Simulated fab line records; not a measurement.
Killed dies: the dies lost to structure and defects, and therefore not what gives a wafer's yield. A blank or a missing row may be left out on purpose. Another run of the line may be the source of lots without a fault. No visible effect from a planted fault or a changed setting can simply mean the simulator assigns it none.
Struck lot and sound lot, side by side | flow nandHarc | 15 out of 1159 route steps
Sound: these wafers, L841.2, L841.3, L841.6. Struck: wafers L857.4, L857.5, L857.6. The cause comes at the end.
Order at every step that has rows: each side's tool, ch and its chambers, its first start. Under that, the readings that differ: sound wafers | struck wafers | difference of the means | sigmas: that difference in standard deviations of wafers without a fault.
alike: readings with means less than 2 such deviations apart, plus words and numbers identical on both sides. not compared: withheld readings, readings lacking a value on some wafer, bounds such as >300 that could conceal the same value, and numbers that have no deviation in the record and whose values overlap.
A row with sigmas, a row that says differs or no value, or rows on one side alone: a step with any of these is where the two part. Numbers that don't overlap but have no deviation are shown without sigmas and don't part them. A reading that every wafer of one side lacks parts them only if that side has two wafers or more.

NHARC_P_M1_OVL_MEAS_10: pitch 260 nm.
  struck on overlay-01, day 9 23:44; sound on overlay-01, day 5 18:43
  alike: overlayXNm, overlayYNm
NHARC_P_M1_INSPECT_11:
  struck on defectInspect-01, day 9 23:46; sound on defectInspect-02, day 5 18:44
  alike: rawDefectCount
then, 2 steps without rows for these wafers: NHARC_P_M1_DESCUM_14 (chemistry O2, time 3 s); NHARC_P_M1_ETCH_35 (etches the open film in N2/H2, target depth 40 nm, overetch 12 nm, time 43.94 s).
NHARC_P_M1_ETCH_15: etches the open film in C4F8/Ar, target depth 182.5 nm, time 91.2 s.
  sound on rieDiel-10 ch 0,1,3; struck on rieDiel-10 ch 0,3
  alike: oesProductAu, rfVppV
  not compared: rfHoursCounterH
NHARC_P_M1_CD_MEAS_16:
  struck on cdSem-02, day 10 00:09; sound on cdSem-02, day 5 19:07
  alike: cdNm
NHARC_P_M1_STRIP_18: strips in N2/H2.
  sound on rieDiel-02 ch 0,2,3, day 5 19:11; struck on rieDiel-04 ch 1,2,3, day 10 00:19
  alike: drypumpMotorCurrentA, oesProductAu, rfVppV, showerheadPlenumPTorr, throttleValvePct
  not compared: rfHoursCounterH
NHARC_P_M1_ETCH_28: etches the open film in CF4/N2, target depth 30 nm, time 72.99 s.
  sound on rieDiel-02 ch 1,3; struck on rieDiel-04 ch 0,1
reading              | sound                | struck               | difference | sigmas
throttleValvePct (%) | 19.805 19.801 19.809 | 19.784 19.791 19.780 | -0.020     | -2
  alike: drypumpMotorCurrentA, oesProductAu, rfVppV, showerheadPlenumPTorr
  not compared: rfHoursCounterH
then, 1 step without rows for these wafers: NHARC_P_M1_STRIP_19 (strips in post etch residue remover, time 600 s).
NHARC_P_M1_DEGAS_29: time 60 s.
  struck on pvdSputter-03, day 10 00:53; sound on pvdSputter-02, day 5 19:50
reading            | sound                | struck | difference                    | sigmas
susceptorTempC (C) | 250.20 249.94 249.73 | - - -  | no value on the struck wafers | 
  alike: heaterPowerW
then, 1 step without rows for these wafers: NHARC_P_M1_PRE_CLEAN_30 (time 30 s).
NHARC_P_M1_PVD_20: deposits TaN, target thk 5 nm, time 8.06 s.
  sound on pvdSputter-02; struck on pvdSputter-03
  alike: biasV, cathodeDcPowerW, throttleValvePct
NHARC_P_M1_PVD_21: deposits Cu, target thk 30 nm, time 20.49 s.
  struck on pvdSputter-03, day 10 01:07; sound on pvdSputter-02, day 5 20:04
  no value came back on the struck wafers for cathodeDcPowerW (W), chamberPressurePa (Pa), throttleValvePct (%); on the sound wafers cathodeDcPowerW (W) reads 4999.5 5000.6 4999.1
then, 1 step without rows for these wafers: NHARC_P_M1_ECD_22 (material Cu, target thk 400 nm).
-- record jumps: 14 days between struck wafers' starts before vs after; left off in module P_M1, resumes in module END, first step shown is number 1159 of the route --
NHARC_END_SORT_01:
  sound on prober-02 ch 0, day 20 16:19; struck on prober-01 ch 0, day 24 06:13
reading                | sound          | struck         | difference | sigmas
defectLimitedYield (%) | 95.3 95.4 95.0 | 0 0 0          | -95        | -73
killedAtPeriphery      | 4 3 4          | 651 645 649    | +645       | +99 or more
killedDies             | 32 31 34       | 677 677 677    | +645       | +72
sort_bin_2_pct (%)     | 1.2 0.9 1.2    | 97.2 95.9 96.9 | +95.6      | +99 or more
sortNPass              | 645 646 643    | 0 0 0          | -645       | -72
sortRimYieldPct (%)    | 98.1 97.2 98.1 | 0 0 0          | -98        | -58
sortYieldPct (%)       | 95.3 95.4 95.0 | 0 0 0          | -95        | -73
  alike: killedAtArray, killedAtOther, killedOpen, killedShort, sort_bin_3_pct, sort_bin_4_pct

== WHERE THEY PART ==
Earliest at NHARC_P_M1_ETCH_28; latest, in this record, at NHARC_END_SORT_01.

WHY: the cause the simulator had injected
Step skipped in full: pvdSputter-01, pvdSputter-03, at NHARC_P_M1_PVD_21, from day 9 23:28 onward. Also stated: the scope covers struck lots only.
